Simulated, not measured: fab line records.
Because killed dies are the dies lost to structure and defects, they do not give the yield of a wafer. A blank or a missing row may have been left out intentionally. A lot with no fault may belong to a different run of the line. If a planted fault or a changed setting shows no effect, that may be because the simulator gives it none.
Which of the tools did it? | flow nand harc | Sampling: 6 lots, 18 wafers, 4 of 1302 route steps

== WHAT THE GAUGES READ, wafer by wafer ==
NHARC_A_SGD_CUT_CD_MEAS_09 targets a cd of 100 nm.
lot  | measured     | on        | cd nm (nm)
L382 | day 19 23:57 | cd sem-01 | 100.4 99.5 100.1
L385 | day 20 18:23 | cd sem-02 | 100.0 100.1 99.4
L388 | day 22 12:17 | cd sem-02 | 100.5 100.2 100.1
L397 | day 25 21:31 | cd sem-01 | 99.5 100.3 99.9
L399 | day 27 12:38 | cd sem-01 | 106.7 106.4 106.5
L403 | day 29 00:55 | cd sem-01 | 100.2 100.8 100.1

== WHAT TOOL EACH LOT RAN ON (gives the tool, then ch and the chambers of the sampled wafers, and finally the start) ==
lot  | NHARC_A_STAIRCASE_ETCH_444         | NHARC_A_STAIRCASE_CMP_450     | NHARC_A_SGD_CUT_EXPOSE_06
L382 | rie diel-05 ch 1,2,3, day 19 16:17 | cmp-04 ch 1,2,3, day 19 21:29 | arfi scanner-02 ch 0, day 19 23:49
L385 | rie diel-10 ch 1,2,3, day 20 12:03 | cmp-02 ch 2,3, day 20 15:49   | arfi scanner-02 ch 0, day 20 18:16
L388 | rie diel-01 ch 1,2,3, day 22 04:28 | cmp-04 ch 1,2,3, day 22 09:42 | arfi scanner-01 ch 0, day 22 12:09
L397 | rie diel-01 ch 1,2,3, day 25 14:21 | cmp-02 ch 1,2,3, day 25 19:04 | arfi scanner-03 ch 0, day 25 21:22
L399 | rie diel-01 ch 0,3, day 27 05:26   | cmp-02 ch 0,3, day 27 10:08   | arfi scanner-01 ch 0, day 27 12:30
L403 | rie diel-05 ch 0,1,2, day 28 16:59 | cmp-02 ch 1,2,3, day 28 22:10 | arfi scanner-02 ch 0, day 29 00:46
- NHARC_A_STAIRCASE_ETCH_444: etches the open film in C4F8/O2, target depth 20400 nm, time 6800 s.
- NHARC_A_STAIRCASE_CMP_450: polishes SiO2, target thk 200 nm.
- NHARC_A_SGD_CUT_EXPOSE_06: exposes mask SGD.

== THE ANSWER, worked out from the rows above alone ==
Rule: what is usual is taken from the lots themselves. Put in order of their means at a reading, lots are off if they are a third of the lots or fewer, leave a main group of 4 or more, and stand apart from it by a gap of 3 or more times the standard deviation of the main group's means; of several such gaps the widest counts. A main group is skipped when, at the precision printed for the reading in the tables above, its means are all equal. A lot without any number at a reading at which 4 lots or more have one is off too. Any other lot the step has rows for is counted as sound.
Off: L399 (NHARC_A_SGD_CUT_CD_MEAS_09, cd nm). The main group has a mean of 100.1 nm with a standard deviation of 0.21.
If a tool, at a process step before that reading, ran all the lots that are off and no sound lot after the first of them, it fits. The gauges at NHARC_A_SGD_CUT_CD_MEAS_09 are tried like those tools. Undecided on this evidence; 2 tools fit (rie diel-01 at NHARC_A_STAIRCASE_ETCH_444, arfi scanner-01 at NHARC_A_SGD_CUT_EXPOSE_06).

== WHAT THE SIMULATOR HAD PUT IN ==
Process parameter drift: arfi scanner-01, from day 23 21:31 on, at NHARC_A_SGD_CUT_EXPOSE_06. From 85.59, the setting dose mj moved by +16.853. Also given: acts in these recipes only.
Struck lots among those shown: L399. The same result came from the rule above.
